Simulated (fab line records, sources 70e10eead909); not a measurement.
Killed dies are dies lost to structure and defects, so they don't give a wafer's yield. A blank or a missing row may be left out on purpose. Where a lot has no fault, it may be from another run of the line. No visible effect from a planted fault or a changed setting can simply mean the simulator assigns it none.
Matching of chambers	flow nand harc	NHARC_A_CONTACT_DEP_85 on pecvd-02 has 3 sister chambers
The step deposits SiON, target thk 60 nm. 6 wafers are shown with their chamber, then 10 later ones without.

WAFERS, EACH WITH ITS CHAMBER
wafer	chamber	heater power w (W)
L086.2	0	710
L088.2	2	740
L088.4	2	734
L088.5	1	680
L089.3	1	634
L089.4	0	684

WAFERS MISSING THEIR CHAMBER
wafer	heater power w (W)
L089.5	698
L090.1	664
L090.5	653
L090.6	682
L094.2	721
L094.5	630
L094.6	717
L097.3	717
L097.5	698
L097.6	689

CHAMBER TAKEN BY EACH
wafer	from the rows above	in truth
L089.5	can't be placed: 0 or 2 or 1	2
L090.1	can't be placed: 1 or 0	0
L090.5	can't be placed: 1 or 0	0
L090.6	can't be placed: 0 or 1 or 2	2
L094.2	can't be placed: 2 or 0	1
L094.5	can't be placed: 1 or 0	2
L094.6	can't be placed: 0 or 2 or 1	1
L097.3	can't be placed: 0 or 2 or 1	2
L097.5	can't be placed: 0 or 2 or 1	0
L097.6	can't be placed: 0 or 1 or 2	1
Placed correctly: 0 of 10. Not placeable from these rows: 10 (in 8, the candidates include the true chamber). 0 placed wrongly.
How it was worked out, from the rows above alone: a wafer's distance from a chamber is the root of the sum, over the readings, of the square of ((its reading less the chamber's mean) divided by the reading's scatter). The wafer belongs to the nearest chamber; if the next one is less than 2 further off, it can't be placed. Each chamber's mean is taken over the wafers shown for it. How the scatter is found: for the shown wafers, subtract from each reading the mean of its chamber, square and add these, divide the total by (wafers less chambers), then take the root.
